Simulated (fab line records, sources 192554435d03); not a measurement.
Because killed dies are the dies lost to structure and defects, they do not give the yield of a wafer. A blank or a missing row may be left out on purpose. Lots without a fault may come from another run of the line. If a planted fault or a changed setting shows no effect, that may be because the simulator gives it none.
Struck lot and sound lot, side by side | flow n5-finfet | 41 out of 1938 route steps
Sound: these wafers, L797.2, L797.3, L797.6. The struck wafers were L794.1, L794.2, L794.5. The cause is given at the end.
Order at every step that has rows: each side's tool, ch and its chambers, its first start. Under that, the readings that differ: sound wafers | struck wafers | difference of the means | sigmas: that difference in standard deviations of wafers without a fault.
alike: same words and numbers on both sides, and readings whose means sit less than 2 such deviations apart. not compared: any withheld reading, any reading some wafer has no value for, any bound like >300 that may hide the same value, and any number with overlapping values for which the record gives no deviation.
The two part at a step that has a row with sigmas, a row that says differs or no value, or rows on one side only. Numbers that have no deviation but don't overlap get no sigmas and don't part them. A reading that every wafer of one side lacks parts them only if that side has two wafers or more.

first, 12 steps without rows for these wafers: N5_HKMG_FIN_STRIP_34 (strips in CF4); N5_HKMG_FIN_ETCH_35 (etches SOC in N2/H2, target depth 215.8 nm, time 243.4 s); N5_HKMG_FIN_STRIP_92 (strips SOC in N2/H2, time 20 s); N5_HKMG_FIN_WET_ETCH_18 (etches TiN in SC1, time 55 s, target depth 5.2 nm, rinse time 30 s); N5_HKMG_FIN_STRIP_19 (strips in N2/H2, time 360 s); N5_HKMG_FIN_ALD_91 (deposits TiN, target thk 1 nm, pulse time 1 s, purge time 3 s); N5_HKMG_FIN_COAT_85 (time 60 s, resist thk 300 nm); N5_HKMG_FIN_ETCH_86 (etches SOC in N2/H2, stops on TiN, target depth 393.2 nm); N5_HKMG_FIN_STRIP_89 (strips SOC in N2/H2, time 20 s); N5_HKMG_FIN_WET_ETCH_87 (etches TiN in SC1, time 154.2 s, target depth 4.7 nm, rinse time 30 s); N5_HKMG_FIN_STRIP_88 (strips in N2/H2, time 360 s); N5_HKMG_FIN_NWFM_ALD_20 (deposits TiAlC, target thk 2 nm, pulse time 3 s, purge time 2 s).
N5_HKMG_FIN_ALD_71: deposits TiN, target thk 1 nm, pulse time 1 s, purge time 3 s.
  sound on ald-metal-04 ch 2,3, day 7 09:13; struck on ald-metal-04 ch 0,3, day 6 20:30
  no value came back on the struck wafers for any of 5 readings (ald-cycles, chamber-pressure-Torr (Torr) and others); on the sound wafers ald-cycles reads 47 47 47
then, 26 steps without rows for these wafers: N5_HKMG_FIN_COAT_66 (time 60 s, resist thk 300 nm); N5_HKMG_FIN_ETCH_67 (etches SOC in N2/H2, stops on TiN, target depth 388.9 nm); N5_HKMG_FIN_STRIP_90 (strips SOC in N2/H2, time 20 s); N5_HKMG_FIN_WET_ETCH_73 (etches the open film in SC1, time 42.3 s, target depth 1.3 nm, rinse time 30 s); N5_HKMG_FIN_ETCHBACK_68 (etches the open film in Cl2/Ar, stops on HfO2, target depth 0.5 nm); N5_HKMG_FIN_STRIP_69 (strips in N2/H2, time 360 s); N5_HKMG_FIN_ALD_21 (deposits TiN, target thk 1.5 nm, pulse time 1 s, purge time 3 s); N5_HKMG_FIN_ALD_72 (deposits W, target thk 2 nm, pulse time 1 s, purge time 2 s); N5_HKMG_FIN_W_FILL_22 (material W, target thk 60 nm, time 18.2 s); N5_HKMG_FIN_PRECLEAN_83 (cleans in DIW, time 57.5 s); N5_HKMG_FIN_SRD_84 (dry time 32 s); N5_HKMG_FIN_CMP_23 (polishes, stops on SiNx, t overpolish 10 s, target thk 46.326 nm); N5_HKMG_FIN_CMP_94 (polishes, stops on SiNx, t overpolish 4.7 s, target thk 43.299 nm); N5_GATE_CUT_ETCHBACK_00 (etches W in SF6/Cl2); N5_GATE_CUT_ETCH_56 (etches TiN in Cl2/Ar, target depth 21.6 nm); N5_GATE_CUT_ETCHBACK_30 (etches TiN in Cl2/Ar, target depth 3 nm); N5_GATE_CUT_VAPOR_ETCH_60 (etches HfO2 in BCl3/Cl2); N5_GATE_CUT_ETCH_58 (etches SiNx in CH3F/O2, target depth 17 nm, time 128.6 s); N5_GATE_CUT_STRIP_59 (strips in N2/H2, time 20 s); N5_GATE_CUT_PRECLEAN_31 (cleans in DIW, time 300 s); N5_GATE_CUT_SRD_32 (time 30 s); N5_GATE_CUT_SAC_CAP_01 (material SiNx, target thk 24 nm, pulse time 1 s, ald cycles 480); N5_GATE_CUT_PECVD_57 (deposits SiNx from SiH4/NH3/N2, target thk 21 nm); N5_GATE_CUT_CMP_02 (polishes, stops on SiO2, t overpolish 12.7 s, target thk 0 nm); N5_GATE_CUT_HM_DEP_46 (deposits SiO2 from TEOS/O2, target thk 130 nm, time 26.6 s); N5_GATE_CUT_COAT_34 (time 60 s, resist thk 60 nm).
-- the record jumps here: 5 days lie between the struck wafers' starts before and after (it left off in module GATE_CUT and takes up again in module BEOL_M4, whose first step shown is number 1111 of the route) --
N5_BEOL_M4_RC_MEAS_101:
  sound on prober-01 ch 0, day 12 07:01; struck on prober-02 ch 0, day 12 00:25
  reading             | sound                     | struck                     | difference | sigmas
  IOFF_N (nA/um)      | 0.19 0.18 0.15            | 0.03 0.03 0.03             | -0.14      | -4
  IOFF_N_85C (nA/um)  | 3.6 3.4 2.9               | 0.8 0.7 0.7                | -2.6       | -5
  IOFF_N_LIN (nA/um)  | 0.086 0.083 0.070         | 0.013 0.013 0.012          | -0.067     | -5
  IOFF_N_LONG (nA/um) | 5.6e-05 5.59e-05 5.65e-05 | 2.49e-05 2.49e-05 2.56e-05 | -3.10e-05  | -17
  IOFF_P (nA/um)      | 0.24 0.22 0.20            | 0.40 0.37 0.33             | +0.15      | +4
  IOFF_P_85C (nA/um)  | 4.0 3.7 3.4               | 6.3 5.9 5.2                | +2.1       | +4
  IOFF_P_LIN (nA/um)  | 0.107 0.100 0.092         | 0.189 0.179 0.163          | +0.077     | +6
  IOFF_P_LONG (nA/um) | 0.000104 0.000103 9.8e-05 | 0.000166 0.000175 0.000173 | +0.000070  | +10
  ION_N (uA/um)       | 672 676 665               | 567 563 559                | -108       | -8
  ION_P (uA/um)       | 462 462 455               | 492 483 486                | +27        | +4
  VT_N (mV)           | 248 249 250               | 299 296 300                | +49        | +15
  VT_N_LONG (mV)      | 273.3 272.6 273.4         | 323.0 326.7 325.4          | +51.9      | +27
  VT_N_LVT (mV)       | 92 93 96                  | 147 148 149                | +54        | +15
  VT_P (mV)           | -250 -249 -251            | -236 -234 -236             | +15        | +5
  VT_P_LONG (mV)      | -277.6 -275.8 -273.7      | -259.8 -261.1 -258.8       | +15.8      | +6
  VT_P_LVT (mV)       | -95.6 -96.8 -98.7         | -81.2 -82.6 -83.1          | +14.7      | +5
  alike: DIBL_N, DIBL_P, SS_N, SS_P
-- the record jumps here: 5 days lie between the struck wafers' starts before and after (it left off in module BEOL_M4 and takes up again in module PASSIVATION, whose first step shown is number 1936 of the route) --
N5_PASSIVATION_PROBE_49:
  sound on prober-02 at day 16 23:00; struck on prober-02 at day 16 12:32
  reading                | sound          | struck            | difference | sigmas
  sort_bin_4_leakage (%) | 0 0 0          | 0.42 0 0          | +0.14      | +20
  sort_bin_8_speed (%)   | 0 0 0          | 89.92 91.19 91.36 | +90.82     | +99 or more
  sort-n-pass            | 1071 1067 1075 | 0 0 0             | -1071      | -63
  sort-yield-pct (%)     | 90.8 90.4 91.1 | 0 0 0             | -91        | -65
  alike: defect-limited-yield, killed_at_M0_to_M3, killed_at_M4_up, killed-at-contacts, killed-at-front-end, killed-at-other, killed-dies, killed-open, killed-short, sort_bin_5_function, sort_bin_6_memory

WHERE THEY PART
Earliest at N5_HKMG_FIN_ALD_71; latest, in this record, at N5_PASSIVATION_PROBE_49.

WHY: what the simulator had put in
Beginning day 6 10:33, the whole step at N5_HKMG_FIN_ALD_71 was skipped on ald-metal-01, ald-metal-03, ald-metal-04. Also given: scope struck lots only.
